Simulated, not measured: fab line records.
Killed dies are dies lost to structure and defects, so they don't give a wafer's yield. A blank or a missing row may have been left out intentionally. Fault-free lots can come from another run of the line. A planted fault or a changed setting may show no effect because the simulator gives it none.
fab line records -- flow nand-harc
record: lots: 14, wafers: 42, last-day: 24
route steps=1159 shown P_CONTACT@219
lots with no fault: from the same line, run without faults
start-h: hours from the record's opening day to when the first of the lot's shown wafers began -- wait-h: time in hours since the lot's previous step -- " repeats the value in the row above -- L1.1+2: one row covering several wafers at once -- - value missing, or start not given -- * or withheld: withheld -- < > ~ a bound
route shown NAME@n: names a module that has steps shown in the file, with the first one's number in the route -- usual: mean/standard deviation of fault-free wafers -- same: alike in all rows -- chamber/n: place in a boat -- sites: per-site readings -- _std_site: standard deviation across them -- _edge_site: the outer-site mean with the inner-site mean subtracted -- radius-mm: how far each site lies from the wafer's centre -- mask NAME#n: copy n -- behind: tool/chamber where the wafer was last shaped -- hold: the reason the lot was held/the length of the hold in hours/how it ended -- device: transistor that didn't switch, given as n, p or np -- end of line: the route-end tests of the same wafers -- a step without rows: its recipe alone -- killed: the dies lost at the first sort to structure and to defects; this is not the yield of the wafer -- map: shows each die of a wafer: x if killed, . if not, _ if none is there
set.NAME: the setting that was run; set.NAME@STEP: the one run at that earlier step -- model.NAME: the simulator's own value behind a step, which no gauge read
a sample of lots followed through the steps of the route, with each step as a table and each wafer as a row
services: from which hour (start-h, from the record's first day; less than 0 if before it) a tool's chamber was out of use, for how many hours, and why
== steps ==
step: NHARC_P_CONTACT_CMP_01
recipe: target-thk-nm: 200, material: SiO2
usual: edge-zone-pressure-frac: 1.000/0.0054, motor-current-A: 13.0/1.5, slurry-filter-dp-kPa: 13.49/0.13
lot.wafer,tool,chamber,start-h,wait-h,edge-zone-pressure-frac,motor-current-A,slurry-filter-dp-kPa
L222.2,cmp-02,1,107.92,-,0.999,12.9,13.52
L222.3,cmp-02,3,107.92,-,0.996,12.6,13.60
L222.6,cmp-02,1,107.92,-,1.000,13.1,13.41
L224.2,cmp-02,1,124.01,-,1.007,12.3,13.66
L224.5,cmp-02,1,124.01,-,1.000,12.7,13.41
L224.6,cmp-02,2,124.01,-,1.002,11.8,13.59
L223.3,cmp-04,1,124.75,-,1.001,15.5,13.63
L223.4,cmp-04,3,124.75,-,0.999,11.4,13.41
L223.5,cmp-04,1,124.75,-,1.006,15.0,13.56
L225.3,cmp-02,2,134.88,-,1.010,10.9,13.32
L225.5,cmp-02,1,134.88,-,1.000,12.2,13.48
L225.6,cmp-02,2,134.88,-,0.999,11.6,13.63
L227.3,cmp-02,0,141.22,-,0.994,11.8,13.67
L227.2,cmp-02,2,141.22,-,1.005,11.0,13.39
L227.6,cmp-02,0,141.22,-,0.996,12.2,13.55
L229.1,cmp-04,0,151.48,-,1.005,15.2,13.28
L229.2,cmp-04,2,151.48,-,1.008,11.9,13.42
L229.6,cmp-04,0,151.48,-,1.008,15.3,13.45
L231.2,cmp-04,0,161.72,-,1.000,15.4,13.39
L231.4,cmp-04,2,161.72,-,0.999,11.4,13.45
L231.3,cmp-04,3,161.72,-,0.997,12.0,13.55
L237.3,cmp-04,2,197.02,-,1.004,11.2,13.49
L237.2,cmp-04,3,197.02,-,1.007,12.1,13.13
L237.5,cmp-04,1,197.02,-,1.000,14.1,13.59
L238.1,cmp-02,2,207.69,-,1.015,11.7,13.71
L238.3,cmp-02,0,207.69,-,0.986,11.8,13.50
L238.5,cmp-02,2,207.69,-,1.009,11.7,13.48
L241.2,cmp-03,0,217.94,-,0.995,15.9,13.39
L241.3,cmp-03,1,217.94,-,0.994,14.0,13.35
L241.6,cmp-03,3,217.94,-,0.988,12.4,13.64
L242.1,cmp-03,0,225.45,-,1.002,14.5,13.53
L242.3,cmp-03,1,225.45,-,0.996,13.6,13.79
L242.5,cmp-03,0,225.45,-,0.997,14.8,13.69
L243.3,cmp-04,3,235.73,-,0.995,11.7,13.39
L243.6,cmp-04,3,235.73,-,1.000,11.6,13.34
L243.5,cmp-04,0,235.73,-,1.000,14.7,13.39
L244.1,cmp-02,2,236.28,-,0.997,11.5,13.61
L244.3,cmp-02,3,236.28,-,0.995,13.3,13.42
L244.2,cmp-02,1,236.28,-,1.005,11.9,13.56
L245.3,cmp-04,1,252.71,-,1.007,14.7,13.60
L245.2,cmp-04,3,252.71,-,1.005,11.3,13.39
L245.5,cmp-04,1,252.71,-,1.013,15.4,13.60
step: NHARC_P_CONTACT_PEB_10
recipe: peb-temp-c: 100, peb-time-s: 65
usual: chill-plate-temp-C: 23.00/0.092
lot.wafer,tool,chamber,start-h,wait-h,chill-plate-temp-C
L222.2,litho-track-04,0,108.54,0.1,22.88
L222.3,litho-track-04,0,108.54,0.1,22.94
L222.6,litho-track-04,0,108.54,0.1,23.01
L224.2,litho-track-04,0,124.63,0.1,22.94
L224.5,litho-track-04,0,124.63,0.1,22.96
L224.6,litho-track-04,0,124.63,0.1,22.99
L223.3,litho-track-06,0,125.47,0.0,22.85
L223.4,litho-track-06,0,125.47,0.0,23.01
L223.5,litho-track-06,0,125.47,0.0,23.04
L225.3,litho-track-04,0,135.61,0.0,23.07
L225.5,litho-track-04,0,135.61,0.0,22.83
L225.6,litho-track-04,0,135.61,0.0,22.83
L227.2,litho-track-06,0,141.83,0.1,23.04
L227.3,litho-track-06,0,141.83,0.1,23.11
L227.6,litho-track-06,0,141.83,0.1,22.98
L229.1,litho-track-01,0,152.10,0.1,22.95
L229.2,litho-track-01,0,152.10,0.1,22.88
L229.6,litho-track-01,0,152.10,0.1,23.01
L231.2,litho-track-06,0,162.35,0.1,23.04
L231.3,litho-track-06,0,162.35,0.1,22.98
L231.4,litho-track-06,0,162.35,0.1,23.06
L237.2,litho-track-01,0,197.62,0.1,23.01
L237.3,litho-track-01,0,197.62,0.1,23.13
L237.5,litho-track-01,0,197.62,0.1,23.12
L238.1,litho-track-04,0,208.29,0.1,23.05
L238.3,litho-track-04,0,208.29,0.1,22.99
L238.5,litho-track-04,0,208.29,0.1,23.07
L241.2,litho-track-04,0,218.68,0.1,23.03
L241.3,litho-track-04,0,218.68,0.1,22.92
L241.6,litho-track-04,0,218.68,0.1,23.10
L242.1,litho-track-01,0,226.17,0.1,23.08
L242.3,litho-track-01,0,226.17,0.1,22.98
L242.5,litho-track-01,0,226.17,0.1,23.12
L243.3,litho-track-06,0,236.36,0.0,22.95
L243.5,litho-track-06,0,236.36,0.0,23.16
L243.6,litho-track-06,0,236.36,0.0,23.13
L244.1,litho-track-06,0,237.05,0.1,22.90
L244.2,litho-track-06,0,237.05,0.1,23.03
L244.3,litho-track-06,0,237.05,0.1,23.03
L245.2,litho-track-06,0,253.46,0.1,23.01
L245.3,litho-track-06,0,253.46,0.1,23.03
L245.5,litho-track-06,0,253.46,0.1,22.96
step: NHARC_P_CONTACT_CD_MEAS_12
recipe: target-cd-nm: 90, landing-energy-ev: 500
usual: cd-nm: 90.2/0.52
lot.wafer,tool,chamber,start-h,wait-h,cd-nm
L222.2,cd-sem-03,0,108.63,-,91.0
L222.3,cd-sem-03,0,108.63,-,90.5
L222.6,cd-sem-03,0,108.63,-,90.6
L224.2,cd-sem-03,0,124.71,-,90.5
L224.5,cd-sem-03,0,124.71,-,91.3
L224.6,cd-sem-03,0,124.71,-,90.4
L223.3,cd-sem-01,0,125.56,-,89.4
L223.4,cd-sem-01,0,125.56,-,90.2
L223.5,cd-sem-01,0,125.56,-,90.2
L225.3,cd-sem-03,0,135.69,-,89.3
L225.5,cd-sem-03,0,135.69,-,89.4
L225.6,cd-sem-03,0,135.69,-,89.4
L227.2,cd-sem-03,0,141.91,-,90.3
L227.3,cd-sem-03,0,141.91,-,107.5
L227.6,cd-sem-03,0,141.91,-,91.3
L229.1,cd-sem-01,0,152.18,-,90.4
L229.2,cd-sem-01,0,152.18,-,89.9
L229.6,cd-sem-01,0,152.18,-,90.4
L231.2,cd-sem-02,0,162.43,-,90.2
L231.3,cd-sem-02,0,162.43,-,105.7
L231.4,cd-sem-02,0,162.43,-,106.8
L237.2,cd-sem-03,0,197.70,-,90.3
L237.3,cd-sem-03,0,197.70,-,89.9
L237.5,cd-sem-03,0,197.70,-,89.2
L238.1,cd-sem-03,0,208.37,-,90.1
L238.3,cd-sem-03,0,208.37,-,89.9
L238.5,cd-sem-03,0,208.37,-,89.9
L241.2,cd-sem-02,0,218.76,-,90.2
L241.3,cd-sem-02,0,218.76,-,90.2
L241.6,cd-sem-02,0,218.76,-,90.1
L242.1,cd-sem-03,0,226.25,-,89.6
L242.3,cd-sem-03,0,226.25,-,90.1
L242.5,cd-sem-03,0,226.25,-,89.7
L243.3,cd-sem-03,0,236.44,-,90.3
L243.5,cd-sem-03,0,236.44,-,90.0
L243.6,cd-sem-03,0,236.44,-,90.3
L244.1,cd-sem-01,0,237.13,-,89.7
L244.2,cd-sem-01,0,237.13,-,89.4
L244.3,cd-sem-01,0,237.13,-,89.7
L245.2,cd-sem-03,0,253.54,-,90.3
L245.3,cd-sem-03,0,253.54,-,90.1
L245.5,cd-sem-03,0,253.54,-,89.9
step: NHARC_P_CONTACT_INSPECT_14
usual: raw-defect-count: 4.1/2.5
lot.wafer,tool,chamber,start-h,wait-h,raw-defect-count
L222.2,defect-inspect-02,-,108.75,0.0,4
L222.3,defect-inspect-02,-,108.75,0.0,3
L222.6,defect-inspect-02,-,108.75,0.0,3
L224.2,defect-inspect-02,-,124.84,0.0,1
L224.5,defect-inspect-02,-,124.84,0.0,4
L224.6,defect-inspect-02,-,124.84,0.0,4
L223.3,defect-inspect-02,-,125.68,0.0,4
L223.4,defect-inspect-02,-,125.68,0.0,3
L223.5,defect-inspect-02,-,125.68,0.0,2
L225.3,defect-inspect-02,-,135.81,0.0,2
L225.5,defect-inspect-02,-,135.81,0.0,5
L225.6,defect-inspect-02,-,135.81,0.0,1
L227.2,defect-inspect-01,-,142.03,0.0,7
L227.3,defect-inspect-01,-,142.03,0.0,6
L227.6,defect-inspect-01,-,142.03,0.0,6
L229.1,defect-inspect-02,-,152.30,0.0,1
L229.2,defect-inspect-02,-,152.30,0.0,0
L229.6,defect-inspect-02,-,152.30,0.0,0
L231.2,defect-inspect-01,-,162.55,0.0,3
L231.3,defect-inspect-01,-,162.55,0.0,0
L231.4,defect-inspect-01,-,162.55,0.0,3
L237.2,defect-inspect-01,-,197.82,0.0,3
L237.3,defect-inspect-01,-,197.82,0.0,2
L237.5,defect-inspect-01,-,197.82,0.0,4
L238.1,defect-inspect-02,-,208.50,0.0,6
L238.3,defect-inspect-02,-,208.50,0.0,9
L238.5,defect-inspect-02,-,208.50,0.0,6
L241.2,defect-inspect-02,-,218.88,0.0,11
L241.3,defect-inspect-02,-,218.88,0.0,7
L241.6,defect-inspect-02,-,218.88,0.0,7
L242.1,defect-inspect-01,-,226.38,0.0,2
L242.3,defect-inspect-01,-,226.38,0.0,1
L242.5,defect-inspect-01,-,226.38,0.0,6
L243.3,defect-inspect-02,-,236.56,0.0,5
L243.5,defect-inspect-02,-,236.56,0.0,3
L243.6,defect-inspect-02,-,236.56,0.0,0
L244.1,defect-inspect-02,-,237.26,0.0,2
L244.2,defect-inspect-02,-,237.26,0.0,4
L244.3,defect-inspect-02,-,237.26,0.0,1
L245.2,defect-inspect-01,-,253.66,0.0,4
L245.3,defect-inspect-01,-,253.66,0.0,2
L245.5,defect-inspect-01,-,253.66,0.0,5
step: NHARC_P_CONTACT_STRIP_28
recipe: o2-flow-sccm: 500, ar-flow-sccm: 0, bias-w: 0, chemistry: O2
usual: chamber-pressure-mTorr: 59.99/0.05, drypump-motor-current-A: 5.6/0.51, oes-product-au: 1.000/0.0077, rf-vpp-V: 58.0/0.95, showerhead-plenum-p-Torr: 3.60/0.12, throttle-valve-pct: 17.037/0.0097
same: bias-w: 0
lot.wafer,tool,chamber,start-h,wait-h,chamber-pressure-mTorr,drypump-motor-current-A,oes-product-au,rf-hours-counter-h,rf-vpp-V,showerhead-plenum-p-Torr,throttle-valve-pct
L222.2,rie-diel-03,3,110.12,0.1,60.01,5.0,0.978,6,56.4,3.49,17.051
L222.3,rie-diel-03,0,110.12,0.1,59.96,6.1,0.997,6,58.1,3.67,17.031
L222.6,rie-diel-03,0,110.12,0.1,60.04,6.1,1.005,-,59.1,3.67,17.032
L224.2,rie-diel-04,1,125.84,0.1,59.93,5.3,0.999,0,58.7,3.76,17.039
L224.5,rie-diel-04,1,125.84,0.1,60.00,5.3,0.993,-,58.2,3.76,17.031
L224.6,rie-diel-04,2,125.84,0.1,59.99,5.3,1.001,-,57.9,3.55,17.047
L223.4,rie-diel-03,1,126.68,0.1,60.09,5.9,0.997,7,58.9,3.50,17.031
L223.3,rie-diel-03,0,126.68,0.1,60.03,6.1,1.002,8,59.6,3.67,17.058
L223.5,rie-diel-03,2,126.68,0.1,59.96,5.0,1.001,-,57.5,3.42,17.024
L225.3,rie-diel-03,0,136.85,0.1,60.01,6.1,1.004,9,57.4,3.66,17.053
L225.6,rie-diel-03,3,136.85,0.1,60.07,5.0,0.990,-,57.6,3.49,17.026
L225.5,rie-diel-03,0,136.85,0.1,60.04,6.1,1.012,-,57.3,3.66,17.032
L227.3,rie-diel-04,2,143.04,0.1,59.98,5.3,0.986,2,56.9,3.55,17.052
L227.2,rie-diel-04,1,143.04,0.1,60.08,5.3,1.006,2,57.2,3.76,17.024
L227.6,rie-diel-04,2,143.04,0.1,60.00,5.3,0.993,-,58.6,3.55,17.044
L229.2,rie-diel-03,2,153.33,0.1,59.85,5.1,1.002,9,57.9,3.42,17.030
L229.1,rie-diel-03,3,153.33,0.1,59.94,5.0,0.993,10,57.3,3.49,17.029
L229.6,rie-diel-03,2,153.33,0.1,59.96,5.1,1.009,-,60.0,3.42,17.032
L231.2,rie-diel-03,1,163.56,0.1,60.09,5.9,1.000,10,59.3,3.50,17.035
L231.4,rie-diel-03,2,163.56,0.1,59.93,5.0,1.017,10,58.4,3.42,17.034
L231.3,rie-diel-03,0,163.56,0.1,60.00,6.1,1.000,11,58.4,3.66,17.032
L237.3,rie-diel-04,3,198.83,0.1,60.01,6.5,1.000,9,57.8,3.56,17.044
L237.2,rie-diel-04,2,198.83,0.1,60.02,5.3,0.995,9,60.1,3.54,17.017
L237.5,rie-diel-04,0,198.83,0.1,60.02,5.4,0.991,-,57.5,3.73,17.056
L238.1,rie-diel-04,1,209.64,0.1,59.94,5.3,0.994,9,58.9,3.75,17.033
L238.3,rie-diel-04,3,209.64,0.1,59.92,6.5,1.000,10,59.2,3.56,17.042
L238.5,rie-diel-04,1,209.64,0.1,59.99,5.3,0.984,-,56.6,3.75,17.032
L241.2,rie-diel-04,3,220.12,0.1,60.02,6.5,1.000,11,58.9,3.56,17.022
L241.3,rie-diel-04,2,220.12,0.1,60.02,5.3,0.995,11,56.9,3.54,17.029
L241.6,rie-diel-04,3,220.12,0.1,60.05,6.5,1.010,-,57.4,3.56,17.034
L242.3,rie-diel-04,3,227.38,0.1,60.00,6.5,1.020,12,58.5,3.56,17.028
L242.1,rie-diel-04,0,227.38,0.1,59.94,5.4,0.997,12,57.8,3.73,17.032
L242.5,rie-diel-04,3,227.38,0.1,60.01,6.5,1.001,-,57.3,3.56,17.059
L243.3,rie-diel-10,3,237.59,0.1,59.92,5.0,0.989,17,56.5,3.48,17.026
L243.6,rie-diel-10,2,237.59,0.1,60.05,5.3,1.005,-,58.4,3.35,17.051
L243.5,rie-diel-10,3,237.59,0.1,60.05,5.0,0.990,-,56.4,3.48,17.032
L244.2,rie-diel-03,0,238.29,0.1,59.91,6.1,0.984,2,57.6,3.66,17.037
L244.1,rie-diel-03,1,238.29,0.1,59.87,5.8,0.998,2,57.6,3.49,17.034
L244.3,rie-diel-03,2,238.29,0.1,59.94,5.1,0.993,2,58.2,3.42,17.028
L245.2,rie-diel-03,0,254.67,0.1,59.99,6.1,1.002,5,57.2,3.66,17.039
L245.3,rie-diel-03,2,254.67,0.1,60.01,5.0,1.009,4,57.1,3.42,17.044
L245.5,rie-diel-03,0,254.67,0.1,60.02,6.1,0.987,-,59.1,3.66,17.031
== services ==
tool,chamber,start-h,hours,kind
litho-track-01,-,93.00,7.0,pm
cmp-04,-,95.31,0.3,repair
cmp-04,-,105.08,4.0,pm
rie-diel-04,-,111.90,9.0,pm
litho-track-06,-,117.00,7.0,pm
cmp-03,-,126.18,1.3,repair
cmp-02,-,128.97,4.0,pm
cmp-02,-,140.09,0.9,repair
litho-track-04,-,141.00,7.0,pm
cmp-03,-,156.16,4.0,pm
cmp-03,-,163.31,1.1,repair
rie-diel-04,1,164.15,6.1,repair
cmp-04,-,165.70,1.1,repair
cmp-03,-,166.27,9.4,repair
cmp-02,-,167.25,5.0,repair
rie-diel-03,-,171.30,5.9,repair
cmp-04,-,203.08,4.0,pm
cmp-03,-,211.65,0.4,repair
rie-diel-03,-,215.52,9.0,pm
cmp-02,-,226.97,4.0,pm
cmp-02,-,245.13,10.1,repair
cmp-03,-,248.51,3.3,repair
rie-diel-03,-,252.49,0.2,repair
cmp-03,-,254.16,4.0,pm
== key ==
first-sign: step: NHARC_P_CONTACT_CD_MEAS_12, reading: cd-nm, direction: up, sigmas: 32, usual: 90.2, struck: 106.7
effect none on later readings
met-at NHARC_P_CONTACT_PEB_10
struck-lots L227,L231
struck-wafers L227.3,L231.3,L231.4
later-rows-left-out L227.3,L231.3,L231.4
sort-left-out L227.3,L231.3,L231.4
tester-left-out L227,L231
not-acting-at NHARC_P_CONTACT_CMP_01,NHARC_P_CONTACT_INSPECT_14,NHARC_P_CONTACT_STRIP_28
onset-between 125.47 141.83
fault: kind: process-parameter-drift, tool: litho-track-06, chamber: -, onset-h: 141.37, steps: NHARC_P_CONTACT_PEB_10, channel: peb-time-s, offset: *, shape: step, end-h: 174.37, scope: struck-wafers-only, acts-in: *, stated: *
tester-left-out: of these lots the tester's yield and bins aren't shown, on N5 and GAA mostly nor the transistor test; their killed dies are dies lost to structure and defects alone, not to doping, threshold or leakage, so they don't give the yield
sort-left-out: the simulated sort isn't trusted on such a fault, so these wafers' sort isn't shown, and their yield isn't known
later-rows-left-out: the simulator's readings of these wafers behind a module that went badly wrong aren't trusted and aren't shown, but for the sort
